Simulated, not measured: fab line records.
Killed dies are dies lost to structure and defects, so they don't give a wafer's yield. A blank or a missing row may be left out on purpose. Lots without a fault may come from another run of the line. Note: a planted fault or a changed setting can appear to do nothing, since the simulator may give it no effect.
Which tool was responsible?    flow n5 finfet    Sampling: 10 lots, 30 wafers, 5 of 1938 route steps

WHAT THE GAUGES SHOWED, per wafer
N5_BEOL_M4_RC_MEAS_101.
lot   measured      on         DIBL_N (mV/V)
L158  day 8 00:50   prober-02  35.3 36.9 34.4
L159  day 8 15:58   prober-01  35.9 37.1 37.2
L163  day 9 19:38   prober-02  35.9 37.1 34.8
L164  day 10 07:00  prober-01  36.8 36.9 35.7
L167  day 10 11:12  prober-02  35.7 37.4 37.4
L169  day 11 03:49  prober-01  35.8 34.1 34.7
L172  day 12 04:38  prober-02  36.0 37.6 36.6
L175  day 12 15:20  prober-01  34.7 35.2 34.3
L177  day 13 15:25  prober-01  33.7 33.9 34.0
L178  day 13 21:12  prober-01  35.8 32.8 34.9

WHICH TOOL RAN EACH LOT (tool, then ch and the chambers of the sampled wafers, then the start)
lot   N5_MOL_CONTACT_COAG_ETCH_110       N5_MOL_CONTACT_COAG_TI_SIL_19  N5_MOL_CONTACT_COAG_PRE_CLEAN_141  N5_MOL_CONTACT_COAG_CO_FILL_22
L158  rie diel-06 ch 0,3, day 4 16:53    pvd sputter-03, day 4 17:34    pvd sputter-03, day 4 19:08        cvd co-02 ch 0,1,2, day 4 19:19
L159  rie diel-03 ch 1,3, day 5 02:25    pvd sputter-02, day 5 04:26    pvd sputter-02, day 5 05:29        cvd co-01 ch 0,1, day 5 05:40
L163  rie diel-03 ch 1,2,3, day 5 21:44  pvd sputter-02, day 5 22:34    pvd sputter-01, day 5 23:47        cvd co-01 ch 0,2, day 5 23:58
L164  rie diel-06 ch 1,2,3, day 6 08:38  pvd sputter-01, day 6 10:26    pvd sputter-01, day 6 11:26        cvd co-01 ch 0,2, day 6 11:39
L167  rie diel-03 ch 0,2,3, day 7 01:44  pvd sputter-01, day 7 02:31    pvd sputter-03, day 7 04:23        cvd co-01 ch 0,2, day 7 04:38
L169  rie diel-06 ch 0,1,3, day 7 23:12  pvd sputter-03, day 7 23:59    pvd sputter-03, day 8 00:56        cvd co-02 ch 0,1,2, day 8 01:07
L172  rie diel-06 ch 0,1, day 8 10:17    pvd sputter-01, day 8 11:38    pvd sputter-01, day 8 12:25        cvd co-02 ch 0,2, day 8 12:37
L175  rie diel-03 ch 1,2, day 9 04:29    pvd sputter-01, day 9 05:04    pvd sputter-03, day 9 07:24        cvd co-01 ch 0,1, day 9 07:35
L177  rie diel-03 ch 0,1, day 9 15:12    pvd sputter-03, day 9 15:54    pvd sputter-01, day 9 16:37        cvd co-01 ch 0,1,2, day 9 16:48
L178  rie diel-05 ch 0,1,2, day 9 17:49  pvd sputter-01, day 9 18:37    pvd sputter-01, day 9 20:46        cvd co-01 ch 1,2, day 9 20:56
- N5_MOL_CONTACT_COAG_ETCH_110: etches Si in CF4/O2, target depth 2.5 nm, time 8 s.
- N5_MOL_CONTACT_COAG_TI_SIL_19: material Ti, target thk 4.2 nm, time 15 s.
- N5_MOL_CONTACT_COAG_PRE_CLEAN_141: time 60 s.
- N5_MOL_CONTACT_COAG_CO_FILL_22: material Co, precursor CCTBA/H2, target thk 20 nm.

THE ANSWER, worked out from the rows above alone
Rule: usual is defined by the lots themselves. The widest of any qualifying gaps counts: lots, ordered by their means at a reading, are off when they make up no more than a third of the lots, leave a main group of 4 or more, and stand apart from it by 3 or more times the standard deviation of that group's means. The tables above print the reading to a certain number of digits; a main group whose means all agree to those digits is not used. Also off: a lot with no number at a reading for which 4 or more lots have one. Any other lot the step has rows for is counted as sound.
Nothing can be told from this: no lot is off at any reading shown.

WHAT THE SIMULATOR HAD INSERTED
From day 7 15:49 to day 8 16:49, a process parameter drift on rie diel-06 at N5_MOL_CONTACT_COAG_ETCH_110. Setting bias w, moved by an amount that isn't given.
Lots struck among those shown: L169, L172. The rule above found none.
